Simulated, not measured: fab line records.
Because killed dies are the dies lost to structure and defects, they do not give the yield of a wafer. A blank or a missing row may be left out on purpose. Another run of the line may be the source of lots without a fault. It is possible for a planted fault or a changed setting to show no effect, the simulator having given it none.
Split-lot experiment	flow n5 finfet	39 wafers read across 7 lots, on a route 1938 steps long

THE SPLIT
At N5_BEOL_M8_DESCUM_33 (chemistry O2, time 7 s), the setting time s was moved away from the recipe's 7 s on 18 of the 39 wafers read, by -40.3% to +57.7%. This setting was run at the recipe's value on the other wafers.

SPLIT TO READING: what lies between them in the file, 1 step
- N5_BEOL_M8_ETCH_72: etches underlayer in N2/H2, target depth 6.5 nm, time 5.2 s

THE READING
CAR-EUV_of_BEOL_M8_COAT_22.thk nm (the simulator's own value, which no gauge read), in nm, at N5_BEOL_M8_ETCH_65 (etches SiARC in CF4, target depth 15.6 nm, time 26 s). The file gives no usual value for it. Here, 21 wafers ran the recipe; their average is 11.1 nm with a standard deviation of 0.12 nm.

wafer	tool, chamber at the split	time s as run, s	against the recipe	CAR-EUV_of_BEOL_M8_COAT_22.thk nm, nm	against lot-mates on the recipe
L077.1	rie diel-01, 3,1,0	11.04	+57.7%	9	-2.1
L077.2	rie diel-01, 3,1,0	11.04	+57.7%	9	-2.1
L077.3	rie diel-01, 2,0,1	7	recipe	11	-
L077.6	rie diel-01, 2,0,1	7	recipe	11	-
L077.4	rie diel-01, 2,0,1	7	recipe	11.2	-
L077.5	rie diel-01, 3,1,0	11.04	+57.7%	9.2	-1.9
L076.3	rie diel-02, 0,3,2	7	recipe	11	-
L076.5	rie diel-02, 0,3,2	7	recipe	11	-
L076.6	rie diel-02, 0,3,2	7	recipe	11	-
L083.1	rie diel-02, 2,1,0	5.327	-23.9%	12	+1.0
L083.3	rie diel-02, 2,1,0	5.327	-23.9%	12	+1.0
L083.2	rie diel-02, 0,3,3	7	recipe	11	-
L083.4	rie diel-02, 0,3,3	7	recipe	11	-
L083.6	rie diel-02, 0,3,3	7	recipe	11	-
L083.5	rie diel-02, 2,1,0	5.327	-23.9%	11.8	+0.8
L088.1	rie diel-02, 3	10.31	+47.3%	9.4	-1.8
L088.6	rie diel-02, 3	10.31	+47.3%	9.4	-1.8
L088.2	rie diel-02, 2,0	7	recipe	11.2	-
L088.3	rie diel-02, 2,0	7	recipe	11.2	-
L088.5	rie diel-02, 0	7	recipe	11.2	-
L088.4	rie diel-02, 1	10.31	+47.3%	9.6	-1.6
L095.1	rie diel-01, 1,1,2	7	recipe	11.2	-
L095.2	rie diel-01, 0	9.809	+40.1%	9.8	-1.3
L095.5	rie diel-01, 0	9.809	+40.1%	9.8	-1.3
L095.3	rie diel-01, 2	9.809	+40.1%	9.6	-1.5
L095.4	rie diel-01, 1,1,2	7	recipe	11	-
L095.6	rie diel-01, 1,1,2	7	recipe	11	-
L097.1	rie diel-02, 3	4.652	-33.5%	12.4	+1.2
L097.2	rie diel-02, 2	4.652	-33.5%	12.4	+1.2
L097.6	rie diel-02, 2	4.652	-33.5%	12.4	+1.2
L097.3	rie diel-02, 1	7	recipe	11.2	-
L097.4	rie diel-02, 0	7	recipe	11.2	-
L097.5	rie diel-02, 1	7	recipe	11.2	-
L096.1	rie diel-05, 3	7	recipe	10.8	-
L096.2	rie diel-05, 1,0,1	4.177	-40.3%	12.4	+1.4
L096.3	rie diel-05, 1,0,1	4.177	-40.3%	12.6	+1.6
L096.5	rie diel-05, 1,0,1	4.177	-40.3%	12.6	+1.6
L096.4	rie diel-05, 3	7	recipe	11	-
L096.6	rie diel-05, 0	7	recipe	11.2	-
Rows listing several chambers each stand for several wafers; the file does not say which wafer went through which chamber.

THE FIT
A straight line over all 39 wafers: CAR-EUV_of_BEOL_M8_COAT_22.thk nm changes by -0.0353 nm for each +1% of time s; r = -0.99; the points scatter about the line by 0.11 nm.
The same after taking each lot's own level away (the mean of its wafers on the recipe; 39 wafers): -0.0358 nm for each +1%; r = -1.00; scatter 0.096 nm.
That fit puts the effect of the largest move of time s on the reading at 2.1 nm.
The lots' own levels span 11.00 to 11.20 nm, that is 1.7 times the standard deviation above.
The two slopes agree, so the slope changes little with the lot-to-lot level.
Check: -2.04 nm against its lot-mates is what the line predicts for one of the wafers moved furthest among these (+57.7%) when that wafer is left out of the fit. Against them it came out at -2.07 nm.

OTHER SPLITS ON THESE WAFERS
These wafers also went through other splits before the reading. Each is held against what the fit with the lots' levels taken away leaves over:
other split on the same wafers	wafers away from the commonest value	r with CAR-EUV_of_BEOL_M8_COAT_22.thk nm (lot level and that fit taken away)
N5_BEOL_M6_ILD_DEP_00 target thk a	15	+0.08

THE WHOLE CHAIN: every reading that the file lists as answering this split, in the file's order
step	what it does	reading	change (the file's fit)	r (the file's)
N5_BEOL_M8_DESCUM_33	chemistry O2, time 7 s	CAR-EUV_of_BEOL_M8_COAT_22.thk nm (the simulator's own value, which no gauge read)	-0.0344 nm for each +1% of the setting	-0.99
N5_BEOL_M8_ETCH_72	etches underlayer in N2/H2, target depth 6.5 nm, time 5.2 s	CAR-EUV_of_BEOL_M8_COAT_22.thk nm (the simulator's own value, which no gauge read)	-0.0354 nm for each +1% of the setting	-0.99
N5_BEOL_M8_ETCH_65	etches SiARC in CF4, target depth 15.6 nm, time 26 s	CAR-EUV_of_BEOL_M8_COAT_22.thk nm (the simulator's own value, which no gauge read)	-0.0357 nm for each +1% of the setting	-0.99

FILE'S OWN FIT
CAR-EUV_of_BEOL_M8_COAT_22.thk nm changes by -0.0357 nm for each +1% of time s, r = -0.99.
